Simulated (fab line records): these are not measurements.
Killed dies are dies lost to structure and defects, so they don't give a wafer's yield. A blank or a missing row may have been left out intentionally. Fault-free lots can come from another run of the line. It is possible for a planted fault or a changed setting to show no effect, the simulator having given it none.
Chamber matching -- flow n5Finfet -- cmp-01 running N5_BEOL_M10_CMP_52: 4 sister chambers
The step polishes, stops on SiCOH lowk, t overpolish 7 s, target thk 140 nm. 16 wafers are shown with their chamber, then 8 later ones without.

== WAFERS, EACH WITH ITS CHAMBER ==
wafer,chamber,motorCurrentA (A),timeToEndpointS (s),barrierFieldEndpointS (s)
L076.1,3,5.9,69.8,29.8
L076.4,1,6.8,68.2,29.8
L076.6,1,6.8,67.4,29.1
L078.1,3,6.0,67.2,30.4
L078.3,1,7.3,70.4,29.3
L078.5,0,6.1,69.8,30.3
L079.1,2,5.5,62.6,28.4
L079.2,0,6.6,68.6,28.7
L079.4,3,6.0,65.0,28.7
L084.3,2,5.4,64.3,29.0
L084.4,0,6.1,66.8,29.8
L084.5,2,5.5,64.6,29.1
L091.1,1,7.0,66.6,28.9
L091.3,3,5.8,63.4,28.0
L091.4,2,5.5,64.8,28.8
L092.2,1,7.1,60.8,27.9

SIGNATURES (means of the wafers above)
reading,chamber 0,chamber 1,chamber 2,chamber 3,scatter within a chamber
motorCurrentA,6.267,7.000,5.475,5.925,0.178
timeToEndpointS,68.400,66.680,64.075,66.350,2.61
barrierFieldEndpointS,29.600,29.000,28.825,29.225,0.768
Rule: for a wafer and a chamber, the distance is found by dividing, reading by reading, the gap between the wafer's reading and the chamber's mean by the reading's scatter, squaring, summing and taking the root. If the next closest chamber is less than 2 further off than the closest, the wafer can't be placed; otherwise it belongs to the closest. The scatter: take each reading less its chamber's mean, square it, sum over the shown wafers, divide by the number of wafers less the number of chambers, and take the root.

== WAFERS WITHOUT THEIR CHAMBER ==
wafer,motorCurrentA (A),timeToEndpointS (s),barrierFieldEndpointS (s)
L092.4,5.8,64.1,28.7
L092.6,5.3,62.1,28.2
L093.2,5.5,65.1,28.6
L093.5,6.1,66.1,29.2
L093.6,6.3,62.9,29.5
L096.2,5.6,63.8,27.7
L096.3,6.0,66.3,28.8
L096.4,7.0,65.6,28.4

== WHICH CHAMBER EACH ONE RAN IN ==
wafer,from the rows above,in truth
L092.4,can't be placed: 3 or 2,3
L092.6,2,2
L093.2,2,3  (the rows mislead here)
L093.5,can't be placed: 3 or 0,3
L093.6,can't be placed: 0 or 3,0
L096.2,can't be placed: 2 or 3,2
L096.3,can't be placed: 3 or 0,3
L096.4,1,1
Placed correctly: 2 of 8. Not placeable from these rows: 5 (in 5, the candidates include the true chamber). Wrongly placed: 1.
